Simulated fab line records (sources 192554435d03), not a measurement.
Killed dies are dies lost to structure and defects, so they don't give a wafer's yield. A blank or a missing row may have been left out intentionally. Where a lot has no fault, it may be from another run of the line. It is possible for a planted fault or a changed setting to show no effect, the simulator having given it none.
Matching of chambers :: flow n5-finfet :: 4 sister chambers for N5_BEOL_M0_SAQP_MANDREL_ETCH_103 on rie-si-03
The step etches a-Si in HBr/Cl2, stops on SiCN, target depth 45 nm, bt time 10 s, time 27 s. 8 wafers are shown with their chamber, then 9 later ones without.

== EACH WAFER AND ITS CHAMBER ==
wafer: L074.6
chamber: 0
throttle-valve-pct (%): 35.6
mfc-cl2-sccm (sccm): 79.93

wafer: L087.1
chamber: 3
throttle-valve-pct (%): 35.6
mfc-cl2-sccm (sccm): 80.16

wafer: L090.4
chamber: 3
throttle-valve-pct (%): 35.6
mfc-cl2-sccm (sccm): 79.72

wafer: L088.1
chamber: 1
throttle-valve-pct (%): 35.2
mfc-cl2-sccm (sccm): 79.86

wafer: L088.4
chamber: 1
throttle-valve-pct (%): 35.2
mfc-cl2-sccm (sccm): 79.80

wafer: L091.2
chamber: 0
throttle-valve-pct (%): 35.7
mfc-cl2-sccm (sccm): 79.82

wafer: L091.4
chamber: 2
throttle-valve-pct (%): 35.3
mfc-cl2-sccm (sccm): 79.90

wafer: L091.6
chamber: 2
throttle-valve-pct (%): 35.3
mfc-cl2-sccm (sccm): 79.87

== WAFERS WITHOUT THEIR CHAMBER ==
wafer: L095.2
throttle-valve-pct (%): 35.7
mfc-cl2-sccm (sccm): 80.08

wafer: L095.3
throttle-valve-pct (%): 35.7
mfc-cl2-sccm (sccm): 80.01

wafer: L095.4
throttle-valve-pct (%): 35.2
mfc-cl2-sccm (sccm): 80.11

wafer: L096.1
throttle-valve-pct (%): 35.3
mfc-cl2-sccm (sccm): 79.62

wafer: L096.3
throttle-valve-pct (%): 35.2
mfc-cl2-sccm (sccm): 80.06

wafer: L096.5
throttle-valve-pct (%): 35.7
mfc-cl2-sccm (sccm): 80.02

wafer: L097.1
throttle-valve-pct (%): 35.3
mfc-cl2-sccm (sccm): 80.18

wafer: L097.2
throttle-valve-pct (%): 35.7
mfc-cl2-sccm (sccm): 79.73

wafer: L097.3
throttle-valve-pct (%): 35.7
mfc-cl2-sccm (sccm): 80.23

== WHICH CHAMBER EACH WENT THROUGH ==
wafer: L095.2
from the rows above: can't be placed: 0 or 3
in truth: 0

wafer: L095.3
from the rows above: can't be placed: 0 or 3
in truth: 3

wafer: L095.4
from the rows above: can't be placed: 1 or 2
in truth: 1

wafer: L096.1
from the rows above: can't be placed: 2 or 1
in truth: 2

wafer: L096.3
from the rows above: can't be placed: 1 or 2
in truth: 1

wafer: L096.5
from the rows above: can't be placed: 0 or 3
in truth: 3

wafer: L097.1
from the rows above: can't be placed: 2 or 1
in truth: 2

wafer: L097.2
from the rows above: can't be placed: 0 or 3
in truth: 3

wafer: L097.3
from the rows above: can't be placed: 0 or 3
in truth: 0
Placed correctly: 0 of 9. Cannot be placed on the basis of these rows: 9; the candidates contain the true chamber in 9. Number placed wrongly: 0.
How it was worked out, from the rows above alone: a wafer's distance from a chamber is the root of the sum, over the readings, of the square of ((its reading less the chamber's mean) divided by the reading's scatter). The wafer belongs to the nearest chamber; if the next one is less than 2 further off, it can't be placed. The mean given for a chamber averages the wafers shown for that chamber. The scatter is the square root of a quotient: the sum, over the shown wafers, of each reading's squared deviation from its chamber's mean, divided by wafers minus chambers.
